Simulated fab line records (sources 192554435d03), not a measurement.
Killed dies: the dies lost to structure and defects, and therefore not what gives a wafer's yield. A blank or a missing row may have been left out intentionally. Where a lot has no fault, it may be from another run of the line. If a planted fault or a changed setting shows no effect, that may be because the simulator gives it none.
Comparing a struck lot with a sound one -- flow n5Finfet -- 22 out of 1938 route steps
Sound: the wafers L966.1, L966.2, L966.4. Struck: wafers L981.4, L981.5 (left out: L981.6, a lot-mate that was not struck); the cause follows at the end.
Each step with rows lists, per side, the tool, then ch with its chambers, then its first start. Under that, the readings that differ: sound wafers -- struck wafers -- difference of the means -- sigmas: that difference in standard deviations of wafers without a fault.
alike: words and numbers the same on both sides, and readings whose means are apart by under 2 such deviations; not compared: readings that were withheld, readings missing a value for some wafer, numbers with overlapping values and no deviation given by the record, and bounds like >300 which may hide the same value.
A row with sigmas, a row that says differs or no value, or rows on one side alone: a step with any of these is where the two part. Numbers that have no deviation but don't overlap get no sigmas and don't part them. A reading missing from all wafers of one side parts the sides only when that side holds two or more wafers.

first, 9 steps without rows for these wafers: N5_BEOL_M11_SOFTBAKE_06 (time 60 s); N5_BEOL_M11_EXPOSE_08 (exposes mask M11); N5_BEOL_M11_PEB_09 (peb time 60 s); N5_BEOL_M11_DEVELOP_10 (develop time 30 s); N5_BEOL_M11_DESCUM_16 (chemistry O2, time 7.9 s); N5_BEOL_M11_ETCH_61 (etches SiARC in CF4, target depth 39 nm, time 65 s); N5_BEOL_M11_ETCH_62 (etches SOC in N2/H2, target depth 110 nm, overetch 22 nm, time 165 s); N5_BEOL_M11_STRIP_68 (strips in N2/H2); N5_BEOL_M11_STRIP_67 (strips in CF4).
N5_BEOL_M11_HM_OPEN_17: chemistry Cl2/BCl3, target TiN, target depth 20 nm, overetch 6 nm.
  sound on rieMetal-03 ch 0,1, day 12 13:49; struck on rieMetal-03 ch 0, day 16 08:30
  alike: bcl3FlowSccm, drypumpMotorCurrentA, oesProductAu, throttleValvePct
  not compared: rfHoursCounterH
then, 9 steps without rows for these wafers: N5_BEOL_M11_STRIP_19 (strips in O2); N5_BEOL_M11_COAT_63 (time 60 s, resist thk 100 nm); N5_BEOL_M11_COAT_64 (time 60 s, resist thk 30 nm); N5_BEOL_M11_COAT_22 (resist thk 90 nm); N5_BEOL_M11_EBR_24; N5_BEOL_M11_SOFTBAKE_23 (time 60 s); N5_BEOL_M11_EXPOSE_25 (exposes mask V10); N5_BEOL_M11_PEB_26 (peb time 60 s); N5_BEOL_M11_DEVELOP_27 (develop time 30 s).
N5_BEOL_M11_INSPECT_30: inspects for defects (brightfield).
  sound: defectInspect-02 at day 12 14:43; struck: defectInspect-02 at day 16 09:16
reading,sound,struck,difference,sigmas
rawDefectCount,654 524 453,832 802,+273,+3
then, 1 step without rows for these wafers: N5_BEOL_M11_DESCUM_33 (chemistry O2, time 7.9 s).
N5_PASSIVATION_PROBE_49:
  the record has rows for the struck wafers here (prober-01, day 18 05:01) and none for the sound ones

## WHERE THEY PART
At N5_BEOL_M11_INSPECT_30 first; at N5_PASSIVATION_PROBE_49 last (within this record only).

WHY: what the simulator had put in
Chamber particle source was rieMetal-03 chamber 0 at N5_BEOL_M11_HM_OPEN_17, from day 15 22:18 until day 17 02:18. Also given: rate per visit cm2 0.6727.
